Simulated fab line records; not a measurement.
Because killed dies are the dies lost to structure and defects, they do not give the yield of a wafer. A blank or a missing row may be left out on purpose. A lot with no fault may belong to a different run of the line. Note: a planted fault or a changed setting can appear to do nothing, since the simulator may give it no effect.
A lot that was struck, set against a sound lot ; flow n5Finfet ; 40 out of 1938 route steps
Sound: these wafers, L722.3, L722.4, L722.5. Struck: wafers L740.2, L740.5 (left out: L740.6, a lot-mate that was not struck); the cause follows at the end.
For every step that has rows: the tool of each side, followed by ch and its chambers, followed by its first start. Under that, the readings that differ: sound wafers ; struck wafers ; difference of the means ; sigmas: that difference in standard deviations of wafers without a fault.
alike: readings with means less than 2 such deviations apart, plus words and numbers identical on both sides. not compared: withheld readings, readings lacking a value on some wafer, bounds such as >300 that could conceal the same value, and numbers that have no deviation in the record and whose values overlap.
Wherever a step has rows on one side only, a row that says differs or no value, or a row with sigmas, the two part there. Numbers that don't overlap but have no deviation are shown without sigmas and don't part them. A reading missing from all wafers of one side parts the sides only when that side holds two or more wafers.

first, 9 steps without rows for these wafers: N5_BEOL_M4_ANNEAL_95 (time 240 s); N5_BEOL_M4_SPUTTER_96 (material Cu, target thk 4.5 nm, time 8.29 s); N5_BEOL_M4_ECD_50 (material Cu, target thk 300 nm); N5_BEOL_M4_ANNEAL_51 (time 90 s); N5_BEOL_M4_CMP_52 (polishes, stops on SiOC, t overpolish 6.8 s, target thk 40 nm); N5_BEOL_M4_PRE_CLEAN_60 (time 15 s); N5_BEOL_M4_CO_CAP_55 (material Co, precursor CCTBA/H2, target thk 2 nm, time 102.1 s); N5_BEOL_M4_PRE_CLEAN_56 (time 15 s); N5_BEOL_M4_DEP_57 (deposits SiCN from 3MS/NH3, target thk 8 nm, time 14 s).
N5_BEOL_M4_RC_MEAS_101:
  sound on prober-02 ch 0, day 8 12:49; struck on prober-02 ch 0, day 12 16:57
  alike: DIBL_N, DIBL_P, IOFF_N, IOFF_P, ION_N, ION_P, SS_N, SS_P, VT_N, VT_P
then, 24 steps without rows for these wafers: N5_BEOL_M5_ILD_DEP_00 (deposits SiCOH lowk from DEMS/porogen, target thk 140.64 nm, time 25.9 s); N5_BEOL_M5_CURE_79 (cures SiCOH lowk, time 240 s); N5_BEOL_M5_PECVD_70 (deposits SiO2 from TEOS/O2, target thk 16 nm, time 18 s); N5_BEOL_M5_HM_DEP_02 (deposits TiN, target thk 20 nm); N5_BEOL_M5_COAT_59 (time 60 s, resist thk 60 nm); N5_BEOL_M5_COAT_60 (time 60 s, resist thk 12 nm); N5_BEOL_M5_COAT_71 (time 60 s, resist thk 5 nm); N5_BEOL_M5_COAT_05 (resist thk 30 nm); N5_BEOL_M5_EBR_07; N5_BEOL_M5_SOFTBAKE_06 (time 60 s); N5_BEOL_M5_EXPOSE_08 (exposes mask M5, target cd 28 nm); N5_BEOL_M5_PEB_09 (peb time 60 s); N5_BEOL_M5_DEVELOP_10 (develop time 30 s); N5_BEOL_M5_DESCUM_16 (chemistry O2, time 7 s); N5_BEOL_M5_ETCH_72 (etches underlayer in N2/H2, target depth 6.5 nm, time 5.2 s); N5_BEOL_M5_ETCH_61 (etches SiARC in CF4, target depth 15.6 nm, time 26 s); N5_BEOL_M5_ETCH_62 (etches SOC in N2/H2, target depth 75 nm, overetch 15 nm, time 112.5 s); N5_BEOL_M5_STRIP_63 (strips in N2/H2); N5_BEOL_M5_STRIP_73 (strips in N2/H2); N5_BEOL_M5_STRIP_64 (strips in CF4); N5_BEOL_M5_HM_OPEN_17 (chemistry Cl2/BCl3, target TiN, target depth 20 nm, overetch 6 nm); N5_BEOL_M5_STRIP_19 (strips in O2); N5_BEOL_M5_COAT_65 (time 60 s, resist thk 60 nm); N5_BEOL_M5_COAT_66 (time 60 s, resist thk 12 nm).
N5_BEOL_M6_ETCH_62: etches SOC in N2/H2, target depth 110 nm, overetch 22 nm, time 165 s.
  sound on rieDiel-01 ch 2,3, day 9 04:39; struck on rieDiel-01 ch 2, day 13 10:26
reading;sound;struck;difference;sigmas
model.etch.depthNm (nm);99.64 99.61 99.8;70.01 70.25;-29.55;
model.SiARC_of_BEOL_M6_COAT_60.thkNm (nm);28.4 28.4 28.4;31.4 31.4;+3.0;
  alike: chamberPressureMTorr, drypumpMotorCurrentA, h2FlowSccm, oesProductAu, rfVppV, showerheadPlenumPTorr, throttleValvePct
  not compared: rfHoursCounterH, model.BEOL_M6.cdOffsetNm
N5_BEOL_M6_HM_OPEN_17: chemistry Cl2/BCl3, target TiN, target depth 20 nm, overetch 6 nm.
  sound on rieMetal-01 ch 0,1, day 9 04:52; struck on rieMetal-02 ch 0,1, day 13 10:37
reading;sound;struck;difference;sigmas
oesProductAu (a.u.);0.75 0.56 0.74;0.27 0.30;-0.40;-6
throttleValvePct (%);21.90 22.28 21.91;22.86 22.63;+0.71;+5
  alike: chamberPressureMTorr, drypumpMotorCurrentA, oes_ar_750_au
  not compared: rfHoursCounterH, model.BEOL_M6.cdOffsetNm
N5_BEOL_M6_CD_MEAS_18: pitch 80 nm, target cd 40 nm.
  sound on cdSem-03 at day 9 05:01; struck on cdSem-02 at day 13 10:48
reading;sound;struck;difference;sigmas
cdNm (nm);39.4 39.6 40.1;- -;no value on the struck wafers;
N5_BEOL_M6_VIA_ETCH_34: etches SiCOH lowk in C4F6/O2, target depth 126.3 nm, time 50.9 s.
  sound on rieDiel-05 ch 0,1,3, day 9 05:53; struck on rieDiel-04 ch 1,2, day 13 14:19
reading;sound;struck;difference;sigmas
oesProductAu (a.u.);0.72 0.85 0.70;0.35 0.29;-0.44;-5
rfVppV (V);671 664 675;657 651;-16;-2
throttleValvePct (%);21.30 20.93 21.28;20.59 20.75;-0.50;-2
  alike: O2_flow_sccm, chamberPressureMTorr, drypumpMotorCurrentA, oes_ar_750_au, showerheadPlenumPTorr
  not compared: rfHoursCounterH
N5_BEOL_M6_OCD_MEAS_38:
  sound on ocd-01 at day 9 06:08; struck on ocd-02 at day 13 14:34
reading;sound;struck;difference;sigmas
trenchDepthNm (nm);92.1 92.1 93.8;- -;no value on the struck wafers;
-- the record jumps here: 4 days lie between the struck wafers' starts before and after (it left off in module BEOL_M6 and takes up again in module PASSIVATION, whose first step shown is number 1936 of the route) --
N5_PASSIVATION_PROBE_49:
  sound on prober-02 at day 12 19:04; struck on prober-02 at day 17 03:10
reading;sound;struck;difference;sigmas
defectLimitedYield (%);91.3 91.3 93.1;0 0;-92;-66
killed_at_M4_up;12 12 7;1095 1089;+1082;+99 or more
killedDies;103 103 81;1180 1180;+1084;+64
killedOnRim;12 15 7;152 152;+141;+37
sort_bin_5_function (%);5.5 4.9 4.5;96.6 96.7;+91.7;+99 or more
sortNPass;1077 1077 1099;0 0;-1084;-64
sortYieldPct (%);91.3 91.3 93.1;0 0;-92;-66
  alike: killed_at_M0_to_M3, killedAtContacts, killedAtFrontEnd, killedAtOther, killedOpen, killedShort, sort_bin_6_memory

WHERE THEY PART
Last at N5_PASSIVATION_PROBE_49 as far as this record goes, first at N5_BEOL_M6_HM_OPEN_17.

WHY: what the simulator had put in
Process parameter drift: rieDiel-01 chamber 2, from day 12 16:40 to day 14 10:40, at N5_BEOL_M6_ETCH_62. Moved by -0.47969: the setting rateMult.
